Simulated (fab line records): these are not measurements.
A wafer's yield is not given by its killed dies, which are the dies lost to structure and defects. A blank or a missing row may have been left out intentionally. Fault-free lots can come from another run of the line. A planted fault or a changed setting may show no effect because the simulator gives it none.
fab line records | flow nandHarc | part 2 of 2: steps 25 to 33 of 33
record: lots: 5 | wafers: 15 | lastDay: 32
route steps=1302 shown A_STAIRCASE@804
lots with no fault: from the same line, run without faults
startH: hours from the record's opening day to when the first of the lot's shown wafers began | waitH: time in hours since the lot's previous step | " unchanged from the row above | L1.1+2: several wafers, shown together as one row | - value missing, or start not given | * or withheld: withheld | < > ~ a bound
route shown NAME@n: names a module that has steps shown in the file, with the first one's number in the route | usual: mean/standard deviation taken from wafers without a fault | same: alike in all rows | chamber/n: place in a boat | sites: readings site by site | _std_site: standard deviation of those values | _edge_site: the outer-site mean with the inner-site mean subtracted | radiusMm: for every site, how far away it sits from the centre of the wafer | mask NAME#n: copy n | behind: the most recent tool/chamber to have shaped the wafer | hold: why the lot was held/for how many hours/how that ended | device: which transistor (n, p or np) failed to switch | end of line: tests of these same wafers at the route's end | step lacking rows: just its recipe | killed: dies that structure and defects cost at the first sort, which is not the same as the wafer's yield | map: the dies of a wafer, with x for killed, . for not killed, _ for no die there
set.NAME: the setting as run; set.NAME@STEP: as run at that earlier step | model.NAME: the simulator's own value behind a step, which no gauge read
lots seen at some steps along the route; tables by step, rows by wafer
services: from which hour (startH, from the record's first day; less than 0 if before it) a tool's chamber was out of use, for how many hours, and why
== steps ==
step: NHARC_A_STAIRCASE_ETCH_313
recipe: cf4FlowSccm: 100 | chf3FlowSccm: 30 | arFlowSccm: 0 | rfW: 500 | biasW: 200 | chemistry: CF4/CHF3
usual: chf3FlowSccm: 29.98/0.086 | drypumpMotorCurrentA: 5.6/0.39 | oesProductAu: 0.932/0.016 | rfVppV: 370.7/2.4 | showerheadPlenumPTorr: 1.58/0.071 | throttleValvePct: 16.804/0.0099
lot.wafer | tool       | chamber | startH | waitH | chf3FlowSccm | drypumpMotorCurrentA | oesProductAu | rfHoursCounterH | rfVppV | showerheadPlenumPTorr | throttleValvePct
L075.3    | rieDiel-09 | 3       | 401.70 | 0.2   | 30.09        | 4.9                  | 0.917        | 22              | 370.2  | 1.58                  | 16.800
L075.2    | "          | 1       | "      | "     | 29.98        | 5.5                  | 0.935        | 25              | 368.8  | 1.50                  | 16.801
L075.6    | "          | 2       | "      | "     | 29.96        | 5.6                  | 0.932        | -               | 368.0  | 1.51                  | 16.785
L076.2    | rieDiel-09 | 3       | 414.72 | 1.4   | 29.87        | 4.9                  | 0.929        | 28              | 370.4  | 1.58                  | 16.789
L076.6    | "          | 3       | "      | "     | 29.83        | 4.9                  | 0.924        | -               | 372.0  | 1.58                  | 16.796
L076.5    | "          | 0       | "      | "     | 29.96        | 5.8                  | 0.948        | -               | 374.9  | 1.68                  | 16.833
L082.2    | rieDiel-03 | 2       | 471.30 | 0.1   | 30.09        | 6.0                  | 0.959        | 4               | 371.7  | 1.60                  | 16.807
L082.6    | "          | 3       | "      | "     | 30.08        | 5.9                  | 0.950        | -               | 368.5  | 1.52                  | 16.808
L082.5    | "          | 0       | "      | "     | 30.05        | 6.1                  | 0.957        | -               | 368.6  | 1.51                  | 16.795
L087.2    | rieDiel-03 | 0       | 534.81 | 0.1   | 29.86        | 6.1                  | 0.917        | 23              | 368.2  | 1.50                  | 16.811
L087.6    | "          | 1       | "      | "     | 29.93        | 5.6                  | 0.926        | -               | 371.4  | 1.60                  | 16.788
L087.5    | "          | 2       | "      | "     | 29.75        | 6.0                  | 0.916        | -               | 370.6  | 1.60                  | 16.801
L094.3    | rieDiel-09 | 3       | 595.17 | 0.1   | 29.93        | 4.9                  | 0.933        | 31              | 371.0  | 1.56                  | 16.795
L094.2    | "          | 0       | "      | "     | 30.00        | 5.8                  | 0.933        | 29              | 372.7  | 1.67                  | 16.822
L094.5    | "          | 2       | "      | "     | 30.18        | 5.6                  | 0.939        | -               | 369.0  | 1.50                  | 16.806
step: NHARC_A_STAIRCASE_HM_OPEN_463
recipe: o2FlowSccm: 400 | cosFlowSccm: 20 | arFlowSccm: 0 | rfW: 500 | biasW: 300 | chemistry: O2/COS
usual: drypumpMotorCurrentA: 5.6/0.37 | o2FlowSccm: 400.2/1.2 | oesProductAu: 1.001/0.011 | rfVppV: 467/3.2 | showerheadPlenumPTorr: 3.13/0.14 | throttleValvePct: 28.332/0.0087
lot.wafer | tool       | chamber | startH | waitH | drypumpMotorCurrentA | o2FlowSccm | oesProductAu | rfHoursCounterH | rfVppV | showerheadPlenumPTorr | throttleValvePct
L075.3    | rieDiel-09 | 2       | -      | -     | 5.6                  | 398.2      | 1.004        | 24              | 464    | 3.00                  | 28.321
L075.2    | "          | 3       | "      | "     | 4.9                  | 402.1      | 1.004        | 22              | 468    | 3.14                  | 28.347
L075.6    | "          | 0       | "      | "     | 5.8                  | 401.3      | 1.021        | -               | 471    | 3.33                  | 28.322
L076.2    | rieDiel-09 | 1       | -      | -     | 5.5                  | 400.5      | 1.016        | 31              | 464    | 2.98                  | 28.331
L076.5    | "          | 0       | "      | "     | 5.8                  | 400.1      | 1.019        | -               | 472    | 3.33                  | 28.330
L076.6    | "          | 1       | "      | "     | 5.5                  | 399.5      | 1.011        | -               | 465    | 2.98                  | 28.316
L082.2    | rieDiel-03 | 2       | -      | -     | 6.0                  | 402.0      | 0.997        | 4               | 468    | 3.18                  | 28.324
L082.5    | "          | 0       | "      | "     | 6.1                  | 400.2      | 0.988        | -               | 464    | 2.99                  | 28.319
L082.6    | "          | 1       | "      | "     | 5.6                  | 401.0      | 1.004        | -               | 468    | 3.17                  | 28.335
L087.2    | rieDiel-03 | 2       | -      | -     | 6.1                  | 398.6      | 0.999        | 25              | 468    | 3.17                  | 28.321
L087.6    | "          | 2       | "      | "     | 6.0                  | 398.9      | 0.992        | -               | 469    | 3.17                  | 28.335
L087.5    | "          | 3       | "      | "     | 5.8                  | 399.1      | 0.993        | -               | 465    | 3.00                  | 28.322
L094.3    | rieDiel-09 | 3       | -      | -     | 4.9                  | 401.5      | 1.009        | 31              | 467    | 3.10                  | 28.325
L094.2    | "          | 0       | "      | "     | 5.8                  | 400.0      | 1.010        | 29              | 470    | 3.30                  | 28.340
L094.5    | "          | 1       | "      | "     | 5.5                  | 398.8      | 1.003        | -               | 463    | 2.96                  | 28.342
step: NHARC_A_STAIRCASE_STRIP_464
recipe: o2FlowSccm: 400 | cosFlowSccm: 20 | arFlowSccm: 0 | biasW: 0 | chemistry: O2/COS
lot.wafer  | tool       | chamber | startH | waitH
L075.2+3+6 | rieDiel-09 | 3,1,2   | -      | -
L076.2+5+6 | rieDiel-09 | 1,2,3   | -      | -
L082.2+6+5 | rieDiel-03 | 2,0,1   | -      | -
L087.2+5+6 | rieDiel-03 | 3,1,2   | -      | -
L094.2+3+5 | rieDiel-09 | 3,2,3   | -      | -
step: NHARC_A_STAIRCASE_ETCH_453
recipe: targetDepthA: 300 | overetchA: 30 | timeS: 16.5 | ionEnergyEv: 100 | cf4FlowSccm: 80 | o2FlowSccm: 20 | arFlowSccm: 0 | rfW: 300 | biasW: 100 | chemistry: CF4/O2
usual: drypumpMotorCurrentA: 5.6/0.38 | o2FlowSccm: 20.00/0.064 | oesProductAu: 1.001/0.011 | rfVppV: 197.9/1.5 | showerheadPlenumPTorr: 1.34/0.062 | throttleValvePct: 13.397/0.0089
lot.wafer | tool       | chamber | startH | waitH | drypumpMotorCurrentA | o2FlowSccm | oesProductAu | rfHoursCounterH | rfVppV | showerheadPlenumPTorr | throttleValvePct
L075.2    | rieDiel-09 | 0       | -      | -     | 5.8                  | 20.04      | 1.015        | 25              | 199.7  | 1.43                  | 13.407
L075.3    | "          | 2       | "      | "     | 5.5                  | 19.99      | 1.005        | 25              | 198.3  | 1.28                  | 13.398
L075.6    | "          | 1       | "      | "     | 5.5                  | 20.00      | 1.012        | -               | 196.5  | 1.27                  | 13.398
L076.2    | rieDiel-09 | 0       | -      | -     | 5.8                  | 20.12      | 1.006        | 26              | 197.7  | 1.43                  | 13.385
L076.5    | "          | 2       | "      | "     | 5.5                  | 20.01      | 1.004        | -               | 197.0  | 1.28                  | 13.397
L076.6    | "          | 3       | "      | "     | 4.8                  | 20.07      | 1.007        | -               | 198.5  | 1.34                  | 13.394
L082.2    | rieDiel-03 | 3       | -      | -     | 5.8                  | 19.93      | 0.984        | 4               | 196.7  | 1.29                  | 13.397
L082.6    | "          | 3       | "      | "     | 5.8                  | 19.98      | 0.981        | -               | 197.1  | 1.29                  | 13.404
L082.5    | "          | 0       | "      | "     | 6.1                  | 19.99      | 1.000        | -               | 196.5  | 1.28                  | 13.385
L087.2    | rieDiel-03 | 0       | -      | -     | 6.1                  | 20.00      | 0.996        | 23              | 195.8  | 1.27                  | 13.391
L087.5    | "          | 1       | "      | "     | 5.6                  | 19.91      | 1.014        | -               | 198.6  | 1.35                  | 13.409
L087.6    | "          | 2       | "      | "     | 6.0                  | 20.11      | 0.995        | -               | 197.8  | 1.35                  | 13.410
L094.2    | rieDiel-09 | 2       | -      | -     | 5.6                  | 19.94      | 1.008        | 28              | 195.9  | 1.27                  | 13.388
L094.3    | "          | 0       | "      | "     | 5.8                  | 19.97      | 1.008        | 29              | 201.0  | 1.42                  | 13.410
L094.5    | "          | 1       | "      | "     | 5.5                  | 20.06      | 1.000        | -               | 196.6  | 1.26                  | 13.405
step: NHARC_A_STAIRCASE_ETCH_315
recipe: targetDepthA: 25000 | timeS: 607.1 | ionEnergyEv: 800 | c4f8FlowSccm: 80 | o2FlowSccm: 60 | arFlowSccm: withheld | rfW: 600 | biasW: 3000 | chemistry: C4F8/O2/Ar
usual: oesProductAu: 0.934/0.01 | rfVppV: 1827/12
lot.wafer | tool       | chamber | startH | waitH | oesProductAu | rfHoursCounterH | rfVppV
L075.2    | rieDiel-09 | 1       | -      | -     | 0.939        | 27              | 1814
L075.3    | "          | 2       | "      | "     | 0.936        | 25              | 1817
L075.6    | "          | 0       | "      | "     | 0.940        | -               | 1843
L076.2    | rieDiel-09 | 3       | -      | -     | 0.934        | 28              | 1827
L076.6    | "          | 3       | "      | "     | 0.955        | -               | 1827
L076.5    | "          | 0       | "      | "     | 0.953        | -               | 1843
L082.2    | rieDiel-03 | 1       | -      | -     | 0.926        | 2               | 1831
L082.5    | "          | 1       | "      | "     | 0.935        | -               | 1829
L082.6    | "          | 2       | "      | "     | 0.941        | -               | 1831
L087.2    | rieDiel-03 | 2       | -      | -     | 0.927        | 26              | 1831
L087.6    | "          | 2       | "      | "     | 0.926        | -               | 1831
L087.5    | "          | 3       | "      | "     | 0.915        | -               | 1816
L094.3    | rieDiel-09 | 2       | -      | -     | 0.928        | 29              | 1814
L094.2    | "          | 3       | "      | "     | 0.929        | 31              | 1826
L094.5    | "          | 2       | "      | "     | 0.952        | -               | 1815
step: NHARC_A_STAIRCASE_STRIP_316
recipe: o2FlowSccm: 500 | arFlowSccm: 0 | biasW: 0 | chemistry: O2
usual: drypumpMotorCurrentA: 5.6/0.39 | o2FlowSccm: 499.9/1.4 | oesProductAu: 1.001/0.011 | rfVppV: 57.8/0.88 | showerheadPlenumPTorr: 3.52/0.16 | throttleValvePct: 17.037/0.0088
lot.wafer | tool       | chamber | startH | waitH | drypumpMotorCurrentA | o2FlowSccm | oesProductAu | rfHoursCounterH | rfVppV | showerheadPlenumPTorr | throttleValvePct
L075.2    | rieDiel-09 | 1       | -      | -     | 5.5                  | 500.7      | 1.010        | 27              | 57.2   | 3.37                  | 17.042
L075.3    | "          | 3       | "      | "     | 4.8                  | 500.8      | 0.996        | 24              | 56.8   | 3.54                  | 17.052
L075.6    | "          | 2       | "      | "     | 5.6                  | 500.2      | 1.012        | -               | 58.4   | 3.40                  | 17.025
L076.2    | rieDiel-09 | 0       | -      | -     | 5.8                  | 501.3      | 1.028        | 26              | 57.8   | 3.76                  | 17.048
L076.6    | "          | 3       | "      | "     | 4.9                  | 497.9      | 1.001        | -               | 56.8   | 3.54                  | 17.042
L076.5    | "          | 0       | "      | "     | 5.8                  | 501.4      | 1.020        | -               | 58.8   | 3.76                  | 17.038
L082.2    | rieDiel-03 | 2       | -      | -     | 6.1                  | 498.8      | 0.999        | 4               | 57.8   | 3.59                  | 17.035
L082.5    | "          | 3       | "      | "     | 5.8                  | 498.7      | 0.981        | -               | 57.8   | 3.41                  | 17.049
L082.6    | "          | 0       | "      | "     | 6.1                  | 499.7      | 0.987        | -               | 58.3   | 3.39                  | 17.047
L087.2    | rieDiel-03 | 3       | -      | -     | 5.8                  | 498.5      | 0.994        | 28              | 56.7   | 3.39                  | 17.038
L087.6    | "          | 2       | "      | "     | 6.1                  | 499.7      | 0.983        | -               | 57.4   | 3.58                  | 17.045
L087.5    | "          | 3       | "      | "     | 5.8                  | 499.2      | 0.983        | -               | 56.9   | 3.39                  | 17.030
L094.2    | rieDiel-09 | 2       | -      | -     | 5.6                  | 500.4      | 1.013        | 29              | 57.4   | 3.36                  | 17.026
L094.3    | "          | 3       | "      | "     | 4.9                  | 500.2      | 1.017        | 31              | 57.3   | 3.51                  | 17.032
L094.5    | "          | 2       | "      | "     | 5.6                  | 499.7      | 1.014        | -               | 56.3   | 3.36                  | 17.038
step: NHARC_A_STAIRCASE_STRIP_317
recipe: timeS: 900 | tempC: 130 | chemistry: SPM
lot.wafer  | tool        | chamber | startH | waitH
L075.6+3+2 | wetBench-06 | 2,4,5   | 404.30 | -
L076.2+5+6 | wetBench-02 | 4,7,1   | 415.97 | -
L082.2+6+5 | wetBench-06 | 4,6,0   | 472.55 | -
L087.2+5+6 | wetBench-07 | 0,3,4   | 536.07 | -
L094.2+3+5 | wetBench-07 | 3,4,5   | 596.40 | -
step: NHARC_A_STAIRCASE_PRECLEAN_318
recipe: timeS: * | tempC: 50 | bathAgeMin: 0 | chemistry: SC1
lot.wafer  | tool        | chamber | startH | waitH
L075.6+3+2 | wetBench-06 | 2,4,5   | -      | -
L076.2+5+6 | wetBench-02 | 4,7,1   | -      | -
L082.2+6+5 | wetBench-06 | 4,6,0   | -      | -
L087.2+5+6 | wetBench-07 | 0,3,4   | -      | -
L094.2+3+5 | wetBench-07 | 3,4,5   | -      | -
step: NHARC_A_STAIRCASE_SRD_329
lot.wafer  | tool        | chamber | startH | waitH
L075.6+3+2 | wetBench-06 | 2,4,5   | -      | -
L076.2+5+6 | wetBench-02 | 4,7,1   | -      | -
L082.2+6+5 | wetBench-06 | 4,6,0   | -      | -
L087.2+5+6 | wetBench-07 | 0,3,4   | -      | -
L094.2+3+5 | wetBench-07 | 3,4,5   | -      | -
== services ==
tool          | chamber | startH | hours | kind
wetBench-06   | -       | 369.60 | 8.0   | pm
aclDep-02     | -       | 370.74 | 5.0   | repair
rieDiel-06    | 2       | 377.73 | 5.2   | repair
lithoTrack-02 | -       | 402.00 | 7.0   | pm
rieDiel-09    | 0       | 406.89 | 7.1   | repair
pecvd-02      | 2       | 415.04 | 5.6   | repair
wetBench-02   | -       | 420.00 | 8.0   | pm
rieDiel-06    | 1       | 445.42 | 16.8  | repair
lithoTrack-03 | -       | 450.00 | 7.0   | pm
rieDiel-03    | -       | 459.15 | 9.0   | pm
rieDiel-06    | -       | 472.81 | 0.5   | repair
lithoTrack-05 | -       | 474.00 | 7.0   | pm
rieDiel-06    | -       | 484.44 | 9.0   | pm
rieDiel-03    | 0       | 491.44 | 8.7   | repair
rieDiel-09    | -       | 499.72 | 9.0   | pm
rieDiel-03    | 3       | 499.98 | 1.6   | repair
rieDiel-06    | 3       | 508.98 | 12.6  | repair
wetBench-07   | -       | 512.05 | 8.0   | pm
krfScanner-04 | -       | 526.00 | 4.0   | pm
krfScanner-04 | -       | 531.83 | 0.8   | repair
wetBench-06   | -       | 545.60 | 8.0   | pm
lithoTrack-02 | -       | 577.00 | 7.0   | pm
rieDiel-03    | 0       | 595.85 | 5.6   | repair
wetBench-02   | -       | 596.00 | 8.0   | pm
